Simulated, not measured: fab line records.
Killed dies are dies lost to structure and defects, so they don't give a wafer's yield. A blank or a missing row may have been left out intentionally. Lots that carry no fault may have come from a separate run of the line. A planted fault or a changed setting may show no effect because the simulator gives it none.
3 desks, one fault    flow n5_finfet    only its own numbers are on each desk; what lay behind them is given at the end

## THE DEFECT DESK
Per lot, the means of the sampled wafers with a number show what the inspections along the route counted. If a lot's mean is further than 4 standard deviations from the usual mean, the lot is out of limits and carries the mark OUT (the distance appears in the brackets).
Columns: A = raw_defect_count at N5_SD_EPI_N_INSPECT_11, usual 2.1; B = raw_defect_count at N5_SD_EPI_P_INSPECT_11, usual 2.1
lot   first seen here  A               B
L343  day 5 12:24      2.0             1.7
L352  day 7 17:01      29.0 (+18) OUT  29.0 (+21) OUT
L354  day 8 07:10      3.0             2.3
Finding of this desk: L352 out of limits; the first was L352 at day 7 17:01, on raw_defect_count at N5_SD_EPI_N_INSPECT_11. In limits: L343, L354.

## THE TOOL OWNER'S DESK: pecvd-03
The tool's own readings at N5_DUMMY_GATE_PECVD_30 (deposits SiO2 from TEOS/O2, target thk 55 nm, time 10.8 s): means of the sampled wafers that have a number, for each lot that ran on this tool. If a lot's mean is further than 4 standard deviations from the usual mean, the lot is out of limits and carries the mark OUT (the distance appears in the brackets).
Columns: A = chamber_pressure_Torr at N5_DUMMY_GATE_PECVD_30, usual 6.500 Torr
lot   first seen here  A
L343  day 5 09:27      6.491
L352  day 7 14:14      6.496
This desk's verdict: no lot among the 2 shows anything out of limits.

## FROM THE METROLOGY DESK
Lot by lot, what the gauges showed, no matter which tool ran the lot: averages of those sampled wafers that carry a number. If a lot's mean is further than 4 standard deviations from the usual mean, the lot is out of limits and carries the mark OUT (the distance appears in the brackets). Of its 10 readings 7 are shown: those that lie furthest out on some lot.
Columns: A = DIBL_P at N5_BEOL_M4_RC_MEAS_101, usual 37.3 mV/V; B = IOFF_N at N5_BEOL_M4_RC_MEAS_101, usual 0.18 nA/um; C = ION_N at N5_BEOL_M4_RC_MEAS_101, usual 678 uA/um; D = SS_N at N5_BEOL_M4_RC_MEAS_101, usual 71.8 mV/dec; E = SS_P at N5_BEOL_M4_RC_MEAS_101, usual 73.5 mV/dec; F = VT_N at N5_BEOL_M4_RC_MEAS_101, usual 249 mV; G = VT_P at N5_BEOL_M4_RC_MEAS_101, usual -250 mV
lot   first seen here  A     B     C    D     E     F    G
L343  day 10 08:05     38.6  0.21  687  72.3  73.3  247  -250
L352  day 13 04:00     37.7  0.21  685  72.4  74.3  244  -247
L354  day 13 12:20     40.2  0.23  695  72.9  73.6  246  -246
This desk's verdict: no lot among the 3 shows anything out of limits.

## PUT TOGETHER
The defect desk could have raised an alarm at day 7 17:01, on L352.
Nothing out of limits was seen by the tool owner's desk.
Metrology desk: nothing out of limits seen.
The tool owner's desk has L352 on record, within its limits.
The metrology desk has L352 on record, within its limits.
The lots listed all ran N5_DUMMY_GATE_PECVD_30 on pecvd-03.

## WHAT THE SIMULATOR HAD PUT IN
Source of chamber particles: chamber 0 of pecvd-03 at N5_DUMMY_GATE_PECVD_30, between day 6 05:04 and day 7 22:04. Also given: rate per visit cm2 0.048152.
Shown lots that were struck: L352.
Hours from the fault's start to each desk's first reading out of limits: the defect desk, 36.
